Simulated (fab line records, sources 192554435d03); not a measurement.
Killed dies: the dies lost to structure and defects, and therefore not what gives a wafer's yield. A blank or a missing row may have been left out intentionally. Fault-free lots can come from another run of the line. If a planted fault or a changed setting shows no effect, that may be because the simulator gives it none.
The tool behind it: which one? | flow n5Finfet | 11 lots, 32 wafers sampled, at 5 steps of a route of 1938

WHAT THE GAUGES READ, wafer by wafer
N5_BEOL_M4_RC_MEAS_101.
lot  | measured     | on        | DIBL_N (mV/V)  | DIBL_P (mV/V)  | IOFF_N (nA/um) | IOFF_P (nA/um) | ION_N (uA/um) | ION_P (uA/um) | SS_N (mV/dec)  | SS_P (mV/dec)  | VT_N (mV)   | VT_P (mV)
L745 | day 8 13:19  | prober-02 | 35.8 36.7 36.7 | 38.3 38.5 39.2 | 0.15 0.16 0.16 | 0.19 0.20 0.21 | 669 675 667   | 455 463 458   | 71.9 71.5 71.4 | 74.0 73.6 74.5 | 251 249 250 | -256 -255 -254
L747 | day 8 18:08  | prober-02 | 37.3 36.1 36.7 | 38.3 37.8 38.3 | 0.18 0.16 0.18 | 0.23 0.22 0.24 | 676 668 684   | 460 464 475   | 72.1 71.6 72.0 | 73.7 72.9 72.8 | 249 252 247 | -249 -250 -249
L746 | day 8 22:41  | prober-02 | 39.3 38.8 36.7 | 42.2 40.3 38.6 | 0.25 0.20 0.17 | 0.33 0.28 0.25 | 684 681 695   | 475 465 480   | 72.0 71.8 72.0 | 73.5 74.5 72.9 | 245 248 250 | -245 -247 -247
L749 | day 9 07:04  | prober-01 | 36.9 34.3 35.0 | 36.3 33.5 33.1 | 0.17 0.14 0.13 | 0.20 0.17 0.16 | 665 684 660   | 451 461 446   | 71.1 70.8 71.4 | 73.1 73.1 72.3 | 251 250 253 | -252 -257 -257
L750 | day 9 13:07  | prober-02 | 36.4 37.5 35.8 | 38.5 39.4 37.3 | 0.17 0.19 0.16 | 0.25 0.26 0.23 | 664 675 666   | 460 465 461   | 72.0 71.8 71.3 | 73.9 73.2 73.3 | 248 248 248 | -251 -251 -249
L751 | day 10 02:21 | prober-01 | 40.5 37.7 36.3 | 41.6 37.0 35.5 | 0.24 0.17 0.14 | 0.30 0.21 0.19 | 687 668 661   | 473 462 454   | 72.5 71.4 71.3 | 74.3 73.4 72.9 | 245 249 251 | -245 -250 -251
L752 | day 10 01:18 | prober-02 | 36.2 35.7 37.7 | 35.5 36.2 37.3 | 0.13 0.13 0.16 | 0.18 0.18 0.21 | 659 655 664   | 453 452 457   | 72.0 71.5 72.6 | 73.3 72.9 72.8 | 256 255 252 | -252 -252 -250
L761 | day 12 09:53 | prober-01 | 37.3 36.8 36.2 | 38.6 38.4 38.2 | 0.19 0.18 0.16 | 0.23 0.25 0.23 | 678 676 669   | 463 463 460   | 72.3 71.2 71.0 | 73.4 73.5 73.0 | 248 249 252 | -248 -247 -247
L762 | day 12 07:57 | prober-01 | 36.9 35.7      | 35.1 34.5      | 0.13 0.13      | 0.20 0.19      | 654 661       | 456 453       | 71.3 71.7      | 73.8 73.3      | 256 252     | -252 -251
L765 | day 13 20:19 | prober-01 | 34.2 39.0 36.4 | 36.0 41.1 37.0 | 0.12 0.20 0.14 | 0.19 0.27 0.21 | 669 677 667   | 467 465 464   | 71.6 72.0 71.3 | 72.4 73.9 73.9 | 256 246 254 | -254 -248 -248
L767 | day 13 23:04 | prober-02 | 36.1 38.0 37.1 | 35.9 37.9 36.7 | 0.13 0.15 0.14 | 0.19 0.22 0.20 | 649 676 662   | 447 464 456   | 71.3 71.4 70.7 | 72.5 73.6 73.4 | 254 252 252 | -250 -249 -253

EACH LOT AND THE TOOL THAT RAN IT (in order: tool; ch and the chambers of the sampled wafers; start)
lot  | N5_BEOL_M2_ANNEAL_95        | N5_BEOL_M2_CO_CAP_55            | N5_BEOL_M2_DEP_57               | N5_BEOL_M3_COAT_67
L745 | pvdSputter-01, day 7 09:24  | cvdCo-01 ch 1,2, day 7 10:26    | pecvd-03 ch 0,1, day 7 10:35    | lithoTrack-04 ch 0, day 7 14:04
L747 | pvdSputter-03, day 7 13:00  | cvdCo-02 ch 0,1,2, day 7 14:01  | pecvd-03 ch 0,1,2, day 7 14:08  | lithoTrack-04 ch 0, day 7 15:55
L746 | pvdSputter-02, day 7 14:20  | cvdCo-02 ch 0,2, day 7 15:41    | pecvd-04 ch 0,2, day 7 15:48    | lithoTrack-04 ch 0, day 7 19:13
L749 | pvdSputter-02, day 8 00:02  | cvdCo-02 ch 1,2, day 8 01:02    | pecvd-02 ch 0,2, day 8 01:09    | lithoTrack-04 ch 0, day 8 04:12
L750 | pvdSputter-01, day 8 13:45  | cvdCo-01 ch 0,1,2, day 8 14:52  | pecvd-04 ch 0,1,2, day 8 14:58  | lithoTrack-04 ch 0, day 8 19:04
L751 | pvdSputter-01, day 8 21:31  | cvdCo-01 ch 0,1,2, day 8 22:32  | pecvd-02 ch 0,1,2, day 8 22:39  | lithoTrack-04 ch 0, day 9 02:14
L752 | pvdSputter-03, day 8 21:32  | cvdCo-02 ch 0,1,2, day 8 22:38  | pecvd-03 ch 0,1, day 8 22:45    | lithoTrack-04 ch 0, day 9 02:29
L761 | pvdSputter-02, day 11 05:53 | cvdCo-01 ch 0,2, day 11 06:53   | pecvd-04 ch 0,1,2, day 11 07:00 | lithoTrack-02 ch 0, day 11 09:09
L762 | pvdSputter-02, day 11 08:02 | cvdCo-01 ch 0, day 11 09:02     | pecvd-03 ch 1,2, day 11 09:10   | lithoTrack-03 ch 0, day 11 11:57
L765 | pvdSputter-01, day 12 15:17 | cvdCo-01 ch 0,1,2, day 12 16:17 | pecvd-03 ch 1,2, day 12 16:24   | lithoTrack-02 ch 0, day 12 19:51
L767 | pvdSputter-01, day 13 03:22 | cvdCo-01 ch 1,2, day 13 04:22   | pecvd-03 ch 1,2, day 13 04:29   | lithoTrack-02 ch 0, day 13 05:55
- N5_BEOL_M2_ANNEAL_95: time 240 s.
- N5_BEOL_M2_CO_CAP_55: material Co, precursor CCTBA/H2, target thk 2 nm, time 102.1 s.
- N5_BEOL_M2_DEP_57: deposits SiCN from 3MS/NH3, target thk 8 nm, time 14 s.
- N5_BEOL_M3_COAT_67: time 60 s, resist thk 60 nm.

WHAT THE TOOLS THEMSELVES READ (means of the sampled wafers that have a number; where no wafer has one, the mark that the record gives instead)
N5_BEOL_M2_ANNEAL_95.
lot  | tool          | heaterPowerW (W)
L745 | pvdSputter-01 | 865
L747 | pvdSputter-03 | 735
L746 | pvdSputter-02 | 739
L749 | pvdSputter-02 | 793
L750 | pvdSputter-01 | 852
L751 | pvdSputter-01 | 874
L752 | pvdSputter-03 | 726
L761 | pvdSputter-02 | 849
L762 | pvdSputter-02 | 768
L765 | pvdSputter-01 | 862
L767 | pvdSputter-01 | 882

N5_BEOL_M2_CO_CAP_55.
lot  | tool     | heaterPowerW (W)
L745 | cvdCo-01 | 224
L747 | cvdCo-02 | 217
L746 | cvdCo-02 | 228
L749 | cvdCo-02 | 211
L750 | cvdCo-01 | 235
L751 | cvdCo-01 | 238
L752 | cvdCo-02 | 219
L761 | cvdCo-01 | 225
L762 | cvdCo-01 | 249
L765 | cvdCo-01 | 238
L767 | cvdCo-01 | 233

N5_BEOL_M2_DEP_57.
lot  | tool     | showerheadPlenumPTorr (Torr) | throttleValvePct (%)
L745 | pecvd-03 | 3.663                        | 9.1
L747 | pecvd-03 | 3.663                        | 8.9
L746 | pecvd-04 | 3.661                        | 9.0
L749 | pecvd-02 | 3.661                        | 8.7
L750 | pecvd-04 | 3.659                        | 9.1
L751 | pecvd-02 | 3.662                        | 9.0
L752 | pecvd-03 | 3.667                        | 9.1
L761 | pecvd-04 | 3.658                        | 8.7
L762 | pecvd-03 | 3.670                        | 8.7
L765 | pecvd-03 | 3.669                        | 8.7
L767 | pecvd-03 | 3.667                        | 8.6

N5_BEOL_M3_COAT_67.
lot  | tool          | spinSpeedRpm (rpm)
L745 | lithoTrack-04 | 1499.0
L747 | lithoTrack-04 | 1499.7
L746 | lithoTrack-04 | 1501.0
L749 | lithoTrack-04 | 1499.0
L750 | lithoTrack-04 | 1499.3
L751 | lithoTrack-04 | 1289.0
L752 | lithoTrack-04 | 1289.1
L761 | lithoTrack-02 | 1500.0
L762 | lithoTrack-03 | 1499.1
L765 | lithoTrack-02 | 1500.2
L767 | lithoTrack-02 | 1499.6

THE ANSWER, worked out from the rows above alone
Rule: the lots themselves supply what counts as usual. Put in order of their means at a reading, lots are off if they are a third of the lots or fewer, leave a main group of 4 or more, and stand apart from it by a gap of 3 or more times the standard deviation of the main group's means; of several such gaps the widest counts. Not used: any main group whose means are identical at the precision the tables above print for the reading. A lot without any number at a reading at which 4 lots or more have one is off too. Where the step has rows for the other lots, those lots are counted as sound. After the gauges, taken in route order, come the tools' own readings; for these a lot's mean is taken, as printed above. At the first step where some lot is off, the reading lying furthest off is the one used; lots without a number count as furthest.
Off, at N5_BEOL_M3_COAT_67 on spinSpeedRpm: L751, L752. The main group: mean 1499.7 rpm, standard deviation 0.63.
A tool fits if, at that step or a process step before it, it ran every lot that is off, and no sound lot after the first of them. One fits: lithoTrack-04 at N5_BEOL_M3_COAT_67. A fault onset in the window from L750 (day 8 19:04, its last sound lot) to L751 (day 9 02:14, its first lot off) fits.
On the lots that are off, the tool's own readings at N5_BEOL_M3_COAT_67 differ by more than 5 times the standard deviation of the sound lots' means, which bears it out; spinSpeedRpm reads 1289.0 rpm there versus 1499.7 rpm on the sound lots.

WHAT THE SIMULATOR HAD PUT IN
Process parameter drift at N5_BEOL_M3_COAT_67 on lithoTrack-04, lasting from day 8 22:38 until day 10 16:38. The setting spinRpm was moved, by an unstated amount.
Struck lots among those shown: L752, L751. The rule given above showed the same thing.
